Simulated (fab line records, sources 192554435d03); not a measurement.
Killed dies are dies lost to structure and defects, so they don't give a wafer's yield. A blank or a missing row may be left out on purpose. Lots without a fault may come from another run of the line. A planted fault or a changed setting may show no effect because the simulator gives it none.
Chamber matching | flow n5_finfet | N5_BEOL_M10_CURE_71 on uv_cure-02: 3 sister chambers
The step cures SiCOH lowk, time 240 s. 6 wafers are shown with their chamber, then 11 later ones without.

WAFERS WITH THEIR CHAMBER
wafer  | chamber | lamp_power_pct (%) | wafer_temp_C_max
L086.5 | 0       | 52.34              | 385.9
L090.4 | 1       | 52.35              | 386.3
L090.5 | 1       | 52.34              | 385.8
L091.5 | 2       | 52.25              | 385.6
L091.6 | 2       | 52.41              | 386.0
L093.1 | 0       | 52.30              | 386.0

WAFERS WITHOUT THEIR CHAMBER
wafer  | lamp_power_pct (%) | wafer_temp_C_max
L093.2 | 52.35              | 385.7
L093.6 | 52.31              | 385.5
L092.4 | 52.31              | 385.9
L092.5 | 52.39              | 386.6
L092.6 | 52.30              | 385.7
L096.3 | 52.26              | 386.5
L096.4 | 52.32              | 386.4
L096.6 | 52.21              | 386.3
L097.2 | 52.39              | 386.0
L097.3 | 52.25              | 386.1
L097.5 | 52.23              | 385.8

WHICH CHAMBER EACH WENT THROUGH
wafer  | from the rows above          | in truth
L093.2 | can't be placed: 2 or 0 or 1 | 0
L093.6 | can't be placed: 2 or 0 or 1 | 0
L092.4 | can't be placed: 0 or 2 or 1 | 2
L092.5 | can't be placed: 1 or 0 or 2 | 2
L092.6 | can't be placed: 2 or 0 or 1 | 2
L096.3 | can't be placed: 1 or 0 or 2 | 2
L096.4 | can't be placed: 1 or 0 or 2 | 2
L096.6 | can't be placed: 0 or 1 or 2 | 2
L097.2 | can't be placed: 1 or 0 or 2 | 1
L097.3 | can't be placed: 0 or 1 or 2 | 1
L097.5 | can't be placed: 0 or 2 or 1 | 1
Placed correctly: 0 of 11. Can't be placed from these rows: 11 (the true chamber is among the candidates in 11). Placed wrongly: 0.
How it was worked out, from the rows above alone: a wafer's distance from a chamber is the root of the sum, over the readings, of the square of ((its reading less the chamber's mean) divided by the reading's scatter). The wafer belongs to the nearest chamber; if the next one is less than 2 further off, it can't be placed. A chamber's mean is the mean of its shown wafers. The scatter: the root of (the sum of the squares of (reading less its chamber's mean) over the shown wafers, divided by (wafers less chambers)).
